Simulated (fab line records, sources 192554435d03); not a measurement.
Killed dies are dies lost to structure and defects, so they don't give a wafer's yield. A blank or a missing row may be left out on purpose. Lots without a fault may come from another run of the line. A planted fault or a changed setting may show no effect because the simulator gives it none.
Which tool did it? | flow n5_finfet | 12 lots, 36 wafers sampled, at 3 steps of a route of 1938

WHAT THE GAUGES READ, wafer by wafer
N5_BEOL_M10_OVL_MEAS_12.
lot  | measured     | on         | M10_OVL (nm)
L075 | day 10 17:07 | overlay-02 | 1.7 1.4 1.6
L078 | day 10 21:27 | overlay-02 | 2.0 1.5 0.8
L079 | day 11 14:58 | overlay-02 | 1.1 -0.1 -1.0
L081 | day 11 18:36 | overlay-02 | 1.9 1.1 0.7
L084 | day 12 14:25 | overlay-02 | 0.0 -0.1 -0.2
L085 | day 13 08:08 | overlay-01 | 0.9 0.8 0.5
L087 | day 13 22:29 | overlay-01 | -0.5 0.4 -1.2
L089 | day 14 02:14 | overlay-02 | 0.3 1.1 0.7
L092 | day 14 07:55 | overlay-02 | 0.6 1.1 0.0
L093 | day 15 00:55 | overlay-02 | 1.4 1.6 1.6
L095 | day 15 17:14 | overlay-01 | 0.0 0.7 -0.7
L096 | day 16 01:11 | overlay-02 | -0.2 0.3 0.9

WHICH TOOL RAN EACH LOT (tool, then ch and the chambers of the sampled wafers, then the start)
lot  | N5_BEOL_M9_DEGAS_44          | N5_BEOL_M9_SURFACE_TREAT_79
L075 | pvd_sputter-01, day 10 11:17 | pvd_sputter-01, day 10 11:53
L078 | pvd_sputter-02, day 10 15:49 | pvd_sputter-02, day 10 16:20
L079 | pvd_sputter-01, day 11 10:53 | pvd_sputter-03, day 11 11:19
L081 | pvd_sputter-01, day 11 14:56 | pvd_sputter-01, day 11 15:20
L084 | pvd_sputter-01, day 12 09:01 | pvd_sputter-01, day 12 09:32
L085 | pvd_sputter-02, day 13 04:18 | pvd_sputter-01, day 13 04:41
L087 | pvd_sputter-01, day 13 16:47 | pvd_sputter-03, day 13 17:58
L089 | pvd_sputter-01, day 13 19:28 | pvd_sputter-02, day 13 20:04
L092 | pvd_sputter-01, day 14 02:16 | pvd_sputter-01, day 14 02:43
L093 | pvd_sputter-01, day 14 20:46 | pvd_sputter-02, day 14 21:21
L095 | pvd_sputter-02, day 15 11:44 | pvd_sputter-02, day 15 12:23
L096 | pvd_sputter-01, day 15 18:54 | pvd_sputter-03, day 15 20:27
- N5_BEOL_M9_DEGAS_44: time 60 s.
- N5_BEOL_M9_SURFACE_TREAT_79

THE ANSWER, worked out from the rows above alone
Rule: what is usual is taken from the lots themselves. Put in order of their means at a reading, lots are off if they are a third of the lots or fewer, leave a main group of 4 or more, and stand apart from it by a gap of 3 or more times the standard deviation of the main group's means; of several such gaps the widest counts. A main group whose means are all the same, to the digits that the tables above print for the reading, isn't used. A lot without any number at a reading at which 4 lots or more have one is off too. The other lots that the step has rows for count as sound.
No lot is off at any reading shown: from this, nothing can be told.

WHAT THE SIMULATOR HAD PUT IN
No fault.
